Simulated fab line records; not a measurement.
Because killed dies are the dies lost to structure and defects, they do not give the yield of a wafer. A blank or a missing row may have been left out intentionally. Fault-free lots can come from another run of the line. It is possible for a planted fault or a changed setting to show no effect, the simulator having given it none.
Split-lot experiment | flow n5-finfet | 21 wafers read across 7 lots, on a route 1938 steps long

## ON THE SPLIT
At N5_BEOL_M13_SPUTTER_43 (material TaN, target thk 15 nm, time 24.19 s), the setting time-s was moved away from the recipe's 24.19 s on 4 of the 21 wafers read, by -12.3% to +4.9%. The other wafers ran this setting at the recipe's value.

The reading comes from the split's own step.

## THE READING
TaN_of_BEOL_M13_SPUTTER_43.thk-nm (the simulator's own value, which no gauge read), in nm, at N5_BEOL_M13_SPUTTER_43 (material TaN, target thk 15 nm, time 24.19 s). The file does not state a usual value for it. Across the 17 wafers here that went through the recipe, the average is 15.0 nm and the standard deviation 0.2 nm.

wafer  | tool, chamber at the split | time-s as run, s | against the recipe | TaN_of_BEOL_M13_SPUTTER_43.thk-nm, nm | against lot-mates on the recipe
L074.4 | pvd-sputter-03, -          | 24.19            | recipe             | 15.2                                  | -
L074.5 | pvd-sputter-03, -          | 24.19            | recipe             | 15                                    | -
L074.6 | pvd-sputter-03, -          | 24.19            | recipe             | 15                                    | -
L077.4 | pvd-sputter-02, -          | 24.19            | recipe             | 14.8                                  | -
L077.5 | pvd-sputter-02, -          | 24.19            | recipe             | 14.6                                  | -
L077.6 | pvd-sputter-02, -          | 24.19            | recipe             | 14.6                                  | -
L083.2 | pvd-sputter-03, -          | 21.22            | -12.3%             | 13.4                                  | -1.8
L083.3 | pvd-sputter-03, -          | 24.19            | recipe             | 15.2                                  | -
L083.6 | pvd-sputter-03, -          | 24.19            | recipe             | 15.2                                  | -
L087.2 | pvd-sputter-02, -          | 25.37            | +4.9%              | 15.8                                  | +1.0
L087.3 | pvd-sputter-02, -          | 25.37            | +4.9%              | 15.6                                  | +0.8
L087.4 | pvd-sputter-02, -          | 24.19            | recipe             | 14.8                                  | -
L095.1 | pvd-sputter-01, -          | 24.19            | recipe             | 15.2                                  | -
L095.3 | pvd-sputter-01, -          | 24.19            | recipe             | 15.2                                  | -
L095.5 | pvd-sputter-01, -          | 22.64            | -6.4%              | 14.2                                  | -1.0
L096.3 | pvd-sputter-01, -          | 24.19            | recipe             | 15                                    | -
L096.4 | pvd-sputter-01, -          | 24.19            | recipe             | 15                                    | -
L096.5 | pvd-sputter-01, -          | 24.19            | recipe             | 15.2                                  | -
L097.2 | pvd-sputter-01, -          | 24.19            | recipe             | 15                                    | -
L097.6 | pvd-sputter-01, -          | 24.19            | recipe             | 15                                    | -
L097.3 | pvd-sputter-01, -          | 24.19            | recipe             | 14.8                                  | -

THE FIT
A straight line over all 21 wafers: TaN_of_BEOL_M13_SPUTTER_43.thk-nm changes by +0.132 nm for each +1% of time-s; r = +0.92; the points scatter about the line by 0.19 nm.
The same after taking each lot's own level away (the mean of its wafers on the recipe; 21 wafers): +0.156 nm for each +1%; r = +0.99; scatter 0.095 nm.
According to that fit, moving time-s by its largest amount changes the reading by 1.9 nm.
Measured against the standard deviation above, the lots' own levels, which go from 14.67 to 15.20 nm, span 2.7 times it.
So the lot-to-lot level changes the slope: the two fits differ.
Check: with one of the wafers moved furthest among these (-12.3%) left out of the fit, the line predicts -2.09 nm for it against its lot-mates. Against them it came out at -1.8 nm.

## THE OTHER SPLITS THESE WAFERS WENT THROUGH
Note: prior to the reading, these wafers also went through further splits. Each is held against what the fit with the lots' levels taken away leaves over:
other split on the same wafers    | wafers away from the commonest value | r with TaN_of_BEOL_M13_SPUTTER_43.thk-nm (lot level and that fit taken away)
N5_BEOL_M11_TRENCH_ETCH_37 time-s | 7                                    | +0.08
N5_BEOL_M11_CURE_72 time-s        | 9                                    | -0.13
N5_BEOL_M13_COAT_04 spin-rpm      | 8                                    | -0.13
N5_BEOL_M13_ETCH_59 time-s        | 8                                    | -0.06

## FILE'S OWN FIT
TaN_of_BEOL_M13_SPUTTER_43.thk-nm changes by +0.153 nm for each +1% of time-s, r = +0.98.
